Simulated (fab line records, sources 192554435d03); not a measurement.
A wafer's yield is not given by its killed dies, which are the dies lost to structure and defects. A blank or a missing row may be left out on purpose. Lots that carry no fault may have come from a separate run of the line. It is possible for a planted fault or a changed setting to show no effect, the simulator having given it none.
A lot that was struck, set against a sound lot | flow n5 finfet | 16 out of 1938 route steps
Sound: wafers L361.3, L361.5, L361.6. Struck: wafers L365.3, L365.6 (left out: L365.5, a lot-mate that was not struck); the cause follows at the end.
Order at every step that has rows: each side's tool, ch and its chambers, its first start. Under that, the readings that differ: sound wafers | struck wafers | difference of the means | sigmas: that difference in standard deviations of wafers without a fault.
alike: words and numbers the same on both sides, and readings whose means are apart by under 2 such deviations; not compared: readings that were withheld, readings missing a value for some wafer, numbers with overlapping values and no deviation given by the record, and bounds like >300 which may hide the same value.
The two part at a step that has a row with sigmas, a row that says differs or no value, or rows on one side only. Numbers that don't overlap but have no deviation are shown without sigmas and don't part them. A reading that every wafer of one side lacks parts them only if that side has two wafers or more.

N5_HKMG_FIN_STRIP_34: strips in CF4.
  sound on rie diel-06 ch 1,2, day 4 15:10; struck on rie diel-01 ch 2,3, day 5 10:52
  alike: drypump motor current A, oes product au, power w, rf vpp V, showerhead plenum p Torr, throttle valve pct
  not compared: rf hours counter h
N5_HKMG_FIN_ETCH_35: etches SOC in N2/H2, target depth 215.8 nm, time 243.4 s.
  sound on rie diel-06 ch 1,2, day 4 15:11; struck on rie diel-01 ch 2,3, day 5 10:53
  alike: drypump motor current A, n2 flow sccm, oes product au, rf vpp V, showerhead plenum p Torr, throttle valve pct
  not compared: rf hours counter h
N5_HKMG_FIN_STRIP_92: strips SOC in N2/H2, time 20 s.
  sound on rie diel-06 ch 1,2, day 4 15:20; struck on rie diel-01 ch 2,3, day 5 11:02
  alike: drypump motor current A, n2 flow sccm, oes product au, power w, rf vpp V, showerhead plenum p Torr, throttle valve pct
  not compared: rf hours counter h
then, 1 step without rows for these wafers: N5_HKMG_FIN_WET_ETCH_18 (etches TiN in SC1, time 55 s, target depth 5.2 nm, rinse time 30 s).
N5_HKMG_FIN_STRIP_19: strips in N2/H2, time 360 s.
  sound on plasma asher-02 ch 0,1, day 4 15:46; struck on plasma asher-01 ch 1, day 5 11:18
  alike: drypump motor current A, heater power w, n2 flow sccm
  not compared: rf hours counter h
then, 2 steps without rows for these wafers: N5_HKMG_FIN_ALD_91 (deposits TiN, target thk 1 nm, pulse time 1 s, purge time 3 s); N5_HKMG_FIN_COAT_85 (time 60 s, resist thk 300 nm).
N5_HKMG_FIN_ETCH_86: etches SOC in N2/H2, stops on TiN, target depth 393.2 nm.
  sound on rie diel-01 ch 0,1, day 4 16:28; struck on rie diel-06 ch 1, day 5 11:57
  reading                     | sound             | struck      | difference | sigmas
  drypump motor current A (A) | 4.7 4.7 5.0       | 6.3 6.3     | +1.5       | +3
  n2 flow sccm (sccm)         | 201.1 200.5 199.9 | 199.4 199.4 | -1.1       | -2
  alike: oes product au, rf vpp V, showerhead plenum p Torr, throttle valve pct
  not compared: rf hours counter h
then, 4 steps without rows for these wafers: N5_HKMG_FIN_STRIP_89 (strips SOC in N2/H2, time 20 s); N5_HKMG_FIN_WET_ETCH_87 (etches TiN in SC1, time 154.2 s, target depth 4.7 nm, rinse time 30 s); N5_HKMG_FIN_STRIP_88 (strips in N2/H2, time 360 s); N5_HKMG_FIN_NWFM_ALD_20 (deposits TiAlC, target thk 2 nm, pulse time 3 s, purge time 2 s).
N5_HKMG_FIN_ALD_71: deposits TiN, target thk 1 nm, pulse time 1 s, purge time 3 s.
  sound on ald metal-03 ch 1,2,3, day 4 17:28; struck on ald metal-02 ch 1, day 5 12:43
  reading              | sound                | struck        | difference | sigmas
  susceptor temp C (C) | 400.26 399.41 399.93 | 409.20 408.71 | +9.09      | +41
  alike: heater power w, precursor pulse height rel
  not compared: since wet clean h
then, 1 step without rows for these wafers: N5_HKMG_FIN_COAT_66 (time 60 s, resist thk 300 nm).
-- the record jumps here: 3 days lie between the struck wafers' starts before and after (it left off in module HKMG_FIN and takes up again in module BEOL_M4, whose first step shown is number 1111 of the route) --
N5_BEOL_M4_RC_MEAS_101:
  sound on prober-01 ch 0, day 8 02:57; struck on prober-01 ch 0, day 8 18:04
  reading       | sound          | struck    | difference | sigmas
  SS_P (mV/dec) | 73.4 74.3 74.6 | 72.3 73.1 | -1.4       | -2
  alike: DIBL_N, DIBL_P, IOFF_N, IOFF_P, ION_N, ION_P, SS_N, VT_N, VT_P
-- the record jumps here: 4 days lie between the struck wafers' starts before and after (it left off in module BEOL_M4 and takes up again in module PASSIVATION, whose first step shown is number 1936 of the route) --
N5_PASSIVATION_PROBE_49:
  sound on prober-02, day 12 03:14; struck on prober-01, day 12 22:50
  reading                 | sound       | struck  | difference | sigmas
  sort_bin_5_function (%) | 4.0 3.9 3.8 | 7.1 5.1 | +2.2       | +2
  alike: defect limited yield, killed_at_M0_to_M3, killed_at_M4_up, killed at contacts, killed at front end, killed at other, killed dies, killed on rim, killed open, killed short, sort_bin_6_memory, sort n pass, sort yield pct

WHERE THEY PART
Last at N5_PASSIVATION_PROBE_49 as far as this record goes, first at N5_HKMG_FIN_ETCH_86.

WHY: what had been put in by the simulator
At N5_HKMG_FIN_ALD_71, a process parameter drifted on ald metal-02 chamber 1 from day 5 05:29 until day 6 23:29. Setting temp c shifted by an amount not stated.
